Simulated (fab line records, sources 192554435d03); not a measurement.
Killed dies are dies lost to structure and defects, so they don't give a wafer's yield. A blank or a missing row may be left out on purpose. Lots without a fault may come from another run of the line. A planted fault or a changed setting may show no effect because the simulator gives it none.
Split-lot experiment | flow n5_finfet | 7 lots, 39 wafers read, on a route of 1938 steps

THE SPLIT
At N5_HKMG_FIN_ETCH_35 (etches SOC in N2/H2, target depth 215.8 nm, time 243.4 s), the setting target_depth_a was moved away from the recipe's 2158 angstrom on 12 of the 39 wafers read, by -39.4% to +44.8%. The other wafers ran this setting at the recipe's value.

The file shows no step between the split and the reading.

THE READING
SOC_of_HKMG_FIN_COAT_29.thk_nm (the simulator's own value, which no gauge read), in nm, at N5_HKMG_FIN_STRIP_92 (strips SOC in N2/H2, time 20 s). The file gives no usual value for it. The 27 wafers here that ran the recipe average 72.4 nm, standard deviation 5.8 nm.

wafer  | tool, chamber at the split | target_depth_a as run, angstrom | against the recipe | SOC_of_HKMG_FIN_COAT_29.thk_nm, nm | against lot-mates on the recipe
L074.1 | rie_diel-02, 2             | 2158                            | recipe             | 64.6                               | -
L074.2 | rie_diel-02, 1             | 2158                            | recipe             | 67.2                               | -
L074.3 | rie_diel-02, 3             | 2158                            | recipe             | 65.2                               | -
L074.4 | rie_diel-02, 0             | 2158                            | recipe             | 80.2                               | -
L074.5 | rie_diel-02, 2             | 2158                            | recipe             | 65                                 | -
L074.6 | rie_diel-02, 3             | 2158                            | recipe             | 63.6                               | -
L079.3 | rie_diel-04, 0             | 2158                            | recipe             | 80.2                               | -
L079.5 | rie_diel-04, 2             | 2158                            | recipe             | 66.2                               | -
L079.6 | rie_diel-04, 3             | 2158                            | recipe             | 76.2                               | -
L082.1 | rie_diel-01, 1             | 2158                            | recipe             | 75.2                               | -
L082.2 | rie_diel-01, 0             | 1308                            | -39.4%             | 161.2                              | +83.5
L082.3 | rie_diel-01, 3             | 1308                            | -39.4%             | 161.8                              | +84.1
L082.4 | rie_diel-01, 2             | 1308                            | -39.4%             | 161.8                              | +84.1
L082.5 | rie_diel-01, 3             | 2158                            | recipe             | 79.6                               | -
L082.6 | rie_diel-01, 0             | 2158                            | recipe             | 78.4                               | -
L084.1 | rie_diel-04, 3             | 3051                            | +41.4%             | 0                                  | -75.7
L084.5 | rie_diel-04, 0             | 3051                            | +41.4%             | 0                                  | -75.7
L084.6 | rie_diel-04, 1             | 3051                            | +41.4%             | 0                                  | -75.7
L084.2 | rie_diel-04, 1             | 2158                            | recipe             | 79.6                               | -
L084.3 | rie_diel-04, 2             | 2158                            | recipe             | 67                                 | -
L084.4 | rie_diel-04, 0             | 2158                            | recipe             | 80.4                               | -
L085.1 | rie_diel-02, 0             | 3125                            | +44.8%             | 0                                  | -69.0
L085.3 | rie_diel-02, 2             | 3125                            | +44.8%             | 0                                  | -69.0
L085.5 | rie_diel-02, 0             | 3125                            | +44.8%             | 0                                  | -69.0
L085.2 | rie_diel-02, 3             | 2158                            | recipe             | 68.6                               | -
L085.4 | rie_diel-02, 1             | 2158                            | recipe             | 69.2                               | -
L085.6 | rie_diel-02, 1             | 2158                            | recipe             | 69.2                               | -
L089.1 | rie_diel-04, 3             | 2158                            | recipe             | 75.6                               | -
L089.2 | rie_diel-04, 0             | 2158                            | recipe             | 75.6                               | -
L089.3 | rie_diel-04, 2             | 2158                            | recipe             | 66.8                               | -
L089.4 | rie_diel-04, 1             | 2158                            | recipe             | 79.8                               | -
L089.5 | rie_diel-04, 0             | 2158                            | recipe             | 77                                 | -
L089.6 | rie_diel-04, 3             | 2158                            | recipe             | 77.2                               | -
L094.1 | rie_diel-02, 2             | 2158                            | recipe             | 68                                 | -
L094.2 | rie_diel-02, 3             | 2158                            | recipe             | 67.4                               | -
L094.3 | rie_diel-02, 0             | 1538                            | -28.7%             | 143.4                              | +74.1
L094.4 | rie_diel-02, 1             | 2158                            | recipe             | 72.6                               | -
L094.5 | rie_diel-02, 3             | 1538                            | -28.7%             | 130                                | +60.7
L094.6 | rie_diel-02, 0             | 1538                            | -28.7%             | 141.4                              | +72.1

THE FIT
A straight line over all 39 wafers: SOC_of_HKMG_FIN_COAT_29.thk_nm changes by -1.92 nm for each +1% of target_depth_a; r = -0.98; the points scatter about the line by 7.6 nm.
The same after taking each lot's own level away (the mean of its wafers on the recipe; 39 wafers): -1.9 nm for each +1%; r = -0.99; scatter 7.2 nm.
On that fit, the largest move of target_depth_a shifts the reading by 85 nm.
The lots' own levels span 67.63 to 77.73 nm, that is 1.7 times the standard deviation above.
So the lot-to-lot level changes the slope little: the two slopes agree.
Check: with one of the wafers moved furthest among these (+44.8%) left out of the fit, the line predicts -83.6 nm for it against its lot-mates. It came out at -69 nm against them.

OTHER SPLITS ON THESE WAFERS
These wafers also went through other splits before the reading. Each is held against what the fit with the lots' levels taken away leaves over:
other split on the same wafers       | wafers away from the commonest value | r with SOC_of_HKMG_FIN_COAT_29.thk_nm (lot level and that fit taken away)
N5_ZERO_LAYER_ETCH_18 target_depth_a | 12                                   | +0.17
N5_FIN_SAQP_ETCH_69 target_depth_a   | 15                                   | +0.18
N5_SD_EPI_P_EPI_21 time_s            | 15                                   | +0.13

THE WHOLE CHAIN: every reading that the file lists as answering this split, in the file's order
step                 | what it does                                             | reading                                                                         | change (the file's fit)              | r (the file's)
N5_HKMG_FIN_ETCH_35  | etches SOC in N2/H2, target depth 215.8 nm, time 243.4 s | etch.depth_nm (the simulator's own value, which no gauge read)                  | +2.1 nm for each +1% of the setting  | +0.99
N5_HKMG_FIN_ETCH_35  | etches SOC in N2/H2, target depth 215.8 nm, time 243.4 s | HKMG_FIN.feature_depth_nm (the simulator's own value, which no gauge read)      | +2.1 nm for each +1% of the setting  | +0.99
N5_HKMG_FIN_ETCH_35  | etches SOC in N2/H2, target depth 215.8 nm, time 243.4 s | SOC_of_HKMG_FIN_COAT_29.thk_nm (the simulator's own value, which no gauge read) | -2.02 nm for each +1% of the setting | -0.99
N5_HKMG_FIN_STRIP_92 | strips SOC in N2/H2, time 20 s                           | SOC_of_HKMG_FIN_COAT_29.thk_nm (the simulator's own value, which no gauge read) | -1.89 nm for each +1% of the setting | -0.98

THE FILE'S OWN FIT
SOC_of_HKMG_FIN_COAT_29.thk_nm changes by -1.89 nm for each +1% of target_depth_a, r = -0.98.
